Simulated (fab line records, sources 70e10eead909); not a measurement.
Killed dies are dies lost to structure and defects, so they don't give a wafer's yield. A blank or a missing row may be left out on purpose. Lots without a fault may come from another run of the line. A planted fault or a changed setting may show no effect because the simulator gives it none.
Which tool did it? | flow nand_harc | 13 lots, 39 wafers sampled, at 5 steps of a route of 1159

WHAT THE GAUGES READ, wafer by wafer
NHARC_P_STI_INSPECT_11. Usual: raw_defect_count 6, standard deviation 3.6.
lot  | measured    | on                | raw_defect_count | flag
L824 | day 2 16:33 | defect_inspect-02 | 5 3 1            |
L826 | day 2 23:01 | defect_inspect-02 | 10 3 10          |
L827 | day 3 07:40 | defect_inspect-01 | 18 15 13         |
L830 | day 3 23:05 | defect_inspect-02 | 4 6 2            |
L834 | day 4 22:53 | defect_inspect-02 | 12 7 5           |
L835 | day 5 04:46 | defect_inspect-02 | 5 3 5            |
L836 | day 5 10:58 | defect_inspect-01 | 9 3 2            |
L838 | day 5 19:39 | defect_inspect-02 | 13 2 15          |
L837 | day 5 19:49 | defect_inspect-01 | 7 3 2            |
L843 | day 7 05:27 | defect_inspect-02 | 6 3 4            |
L844 | day 7 14:02 | defect_inspect-02 | 1 6 8            |
L846 | day 8 06:29 | defect_inspect-02 | 7 7 4            |
L847 | day 8 06:32 | defect_inspect-01 | 8 7 10           |

NHARC_P_GATE_CD_MEAS_33. Usual: cd_nm 119.6 nm, standard deviation 2.2.
lot  | measured     | on        | cd_nm (nm)        | flag
L824 | day 4 20:44  | cd_sem-03 | 119.7 119.6 121.6 |
L826 | day 5 03:27  | cd_sem-03 | 122.2 122.2 120.5 |
L827 | day 5 11:31  | cd_sem-02 | 118.9 119.0 120.0 |
L830 | day 6 08:08  | cd_sem-03 | 118.6 121.0 120.2 |
L834 | day 7 08:04  | cd_sem-02 | 117.8 120.5 120.8 |
L835 | day 7 12:47  | cd_sem-02 | 119.7 119.7 117.1 |
L836 | day 7 22:00  | cd_sem-02 | 120.4 121.6 118.8 |
L838 | day 7 22:17  | cd_sem-03 | 120.0 123.2 117.9 |
L837 | day 8 02:50  | cd_sem-03 | 119.9 119.6 117.8 |
L843 | day 9 07:32  | cd_sem-03 | 117.3 120.8 122.7 |
L844 | day 9 18:53  | cd_sem-01 | 115.2 119.6 119.9 |
L846 | day 10 11:07 | cd_sem-02 | 118.2 122.4 122.4 |
L847 | day 10 11:16 | cd_sem-03 | 117.9 117.0 116.2 |

NHARC_END_SORT_01. Usual: killed_at_array 29, standard deviation 8.4; killed_at_other 0.7, standard deviation 1.2; killed_at_periphery 3.8, standard deviation 2.1; killed_dies 33, standard deviation 9; killed_open 3.4, standard deviation 2; killed_short 2.1, standard deviation 1.4.
lot  | measured     | on        | killed_at_array | killed_at_other | killed_at_periphery | killed_dies | killed_open | killed_short | flag
L843 | day 23 22:02 | prober-02 | 18 30 21        | 2 0 3           | 2 5 2               | 22 35 26    | 1 5 4       | 3 5 1        |

WHICH TOOL RAN EACH LOT (tool, then ch and the chambers of the sampled wafers, then the start)
lot  | NHARC_P_STI_ETCH_42               | NHARC_P_GATE_SOFTBAKE_21
L824 | rie_diel-09 ch 2,3, day 2 16:47   | litho_track-04 ch 0, day 4 19:00
L826 | rie_diel-10 ch 0,2, day 2 23:14   | litho_track-06 ch 0, day 5 02:00
L827 | rie_diel-11 ch 1,3, day 3 07:53   | litho_track-06 ch 0, day 5 10:00
L830 | rie_diel-10 ch 0,1,3, day 3 23:19 | litho_track-04 ch 0, day 6 06:00
L834 | rie_diel-09 ch 2,3, day 4 23:07   | litho_track-04 ch 0, day 7 06:00
L835 | rie_diel-11 ch 0,2,3, day 5 04:59 | litho_track-06 ch 0, day 7 11:00
L836 | rie_diel-09 ch 1,2,3, day 5 11:11 | litho_track-04 ch 0, day 7 20:00
L838 | rie_diel-10 ch 0,3, day 5 19:54   | litho_track-01 ch 0, day 7 20:00
L837 | rie_diel-11 ch 1,3, day 5 20:02   | litho_track-01 ch 0, day 8 00:00
L843 | rie_diel-10 ch 0,1,2, day 7 05:40 | litho_track-01 ch 0, day 9 05:00
L844 | rie_diel-10 ch 0,2, day 7 14:16   | litho_track-01 ch 0, day 9 16:00
L846 | rie_diel-09 ch 0,2, day 8 06:43   | litho_track-01 ch 0, day 10 09:00
L847 | rie_diel-11 ch 0,3, day 8 06:45   | litho_track-06 ch 0, day 10 09:00
- NHARC_P_STI_ETCH_42: etches the open film in N2/H2, target depth 80 nm, overetch 24 nm, time 61 s.
- NHARC_P_GATE_SOFTBAKE_21: time 55 s.

WHAT THE TOOLS THEMSELVES READ (means of the sampled wafers that have a number; where no wafer has one, the mark that the record gives instead)
NHARC_P_STI_ETCH_42. Usual: bias_w 150.0 W, standard deviation 0.44; drypump_motor_current_A 5.4 A, standard deviation 0.31; n2_flow_sccm 150.0 sccm, standard deviation 0.44; oes_product_au 1.000 a.u., standard deviation 0.01; rf_vpp_V 429.8 V, standard deviation 2; showerhead_plenum_p_Torr 2.02 Torr, standard deviation 0.067; throttle_valve_pct 14.171 %, standard deviation 0.0091.
lot  | tool        | bias_w (W) | drypump_motor_current_A (A) | n2_flow_sccm (sccm) | oes_product_au (a.u.) | rf_vpp_V (V) | showerhead_plenum_p_Torr (Torr) | throttle_valve_pct (%) | flag
L824 | rie_diel-09 | 150.0      | 5.0                         | 149.3               | 1.004                 | 430.3        | 2.00                            | 14.171                 |
L826 | rie_diel-10 | 150.0      | 5.4                         | 150.2               | 1.001                 | 430.0        | 2.01                            | 14.178                 |
L827 | rie_diel-11 | 150.3      | 5.2                         | 150.2               | 0.995                 | 429.2        | 2.02                            | 14.163                 |
L830 | rie_diel-10 | 150.0      | 5.4                         | 150.0               | 1.002                 | 430.2        | 2.04                            | 14.174                 |
L834 | rie_diel-09 | 150.4      | 5.1                         | 149.7               | 0.990                 | 430.1        | 2.00                            | 14.169                 |
L835 | rie_diel-11 | 150.0      | 5.5                         | 149.9               | 0.993                 | 431.3        | 2.07                            | 14.176                 |
L836 | rie_diel-09 | 150.3      | 5.4                         | 149.6               | 0.994                 | 430.0        | 2.01                            | 14.170                 |
L838 | rie_diel-10 | 149.8      | 5.5                         | 150.2               | 1.002                 | 429.3        | 1.99                            | 14.170                 |
L837 | rie_diel-11 | 150.1      | 5.2                         | 149.6               | 0.991                 | 430.3        | 2.02                            | 14.166                 |
L843 | rie_diel-10 | 149.8      | 5.3                         | 150.0               | 0.996                 | 431.3        | 2.06                            | 14.168                 |
L844 | rie_diel-10 | 150.4      | 5.4                         | 150.4               | 1.001                 | 430.0        | 2.01                            | 14.176                 |
L846 | rie_diel-09 | 149.8      | 4.9                         | 149.5               | 0.994                 | 428.3        | 1.95                            | 14.169                 |
L847 | rie_diel-11 | 150.2      | 5.6                         | 149.7               | 0.989                 | 430.6        | 2.03                            | 14.169                 |

NHARC_P_GATE_SOFTBAKE_21. Usual: heater_power_total_W 188.45 W, standard deviation 0.12; plate_temp_C 105.00 C, standard deviation 0.13; resist_line_temp_C 22.98 C, standard deviation 0.098.
lot  | tool           | heater_power_total_W (W) | plate_temp_C (C) | resist_line_temp_C (C) | flag
L824 | litho_track-04 | 188.36                   | 104.97           | 22.92                  |
L826 | litho_track-06 | 188.39                   | 104.84           | 23.10                  |
L827 | litho_track-06 | 188.57                   | 105.09           | 22.98                  |
L830 | litho_track-04 | 188.46                   | 105.11           | 22.97                  |
L834 | litho_track-04 | 196.33                   | 104.91           | 23.08                  | OFF
L835 | litho_track-06 | 188.41                   | 104.92           | 22.90                  |
L836 | litho_track-04 | 196.52                   | 104.87           | 22.97                  | OFF
L838 | litho_track-01 | 188.44                   | 105.05           | 23.02                  |
L837 | litho_track-01 | 188.45                   | 105.15           | 22.98                  |
L843 | litho_track-01 | 188.45                   | 104.98           | 23.02                  |
L844 | litho_track-01 | 188.42                   | 105.15           | 22.94                  |
L846 | litho_track-01 | 188.46                   | 104.95           | 22.89                  |
L847 | litho_track-06 | 188.62                   | 105.09           | 22.97                  |

THE ANSWER, worked out from the rows above alone
Rule: a lot is off if the mean of its wafers that have a number lies more than 3 standard deviations from the usual mean. A lot without any number at a reading at which 4 lots or more have one is off too. The other lots that the step has rows for count as sound. The gauges are gone through in route order, then the tools' own readings, and for those a lot's mean is taken as printed above. The first step at which some lot is off is used, and at that step the reading that is off furthest; a lot without a number counts as furthest.
Off: L834, L836, at NHARC_P_GATE_SOFTBAKE_21 (heater_power_total_W).
A tool fits if, at that step or a process step before it, it ran every lot that is off, and no sound lot after the first of them. One fits: litho_track-04 at NHARC_P_GATE_SOFTBAKE_21. Its last sound lot is L830 (day 6 06:00), its first lot that is off L834 (day 7 06:00): a fault that began between those two fits.
The tool's own readings at NHARC_P_GATE_SOFTBAKE_21 bear it out: on the lots that are off they differ by more than 5 times the standard deviation of the sound lots' means. heater_power_total_W reads 196.43 W there against 188.46 W on the sound lots.

WHAT THE SIMULATOR HAD PUT IN
Process parameter drift: litho_track-04, from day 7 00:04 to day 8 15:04, at NHARC_P_GATE_SOFTBAKE_21. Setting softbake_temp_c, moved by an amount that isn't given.
Lots struck among those shown: L834, L836. The rule above found the same.
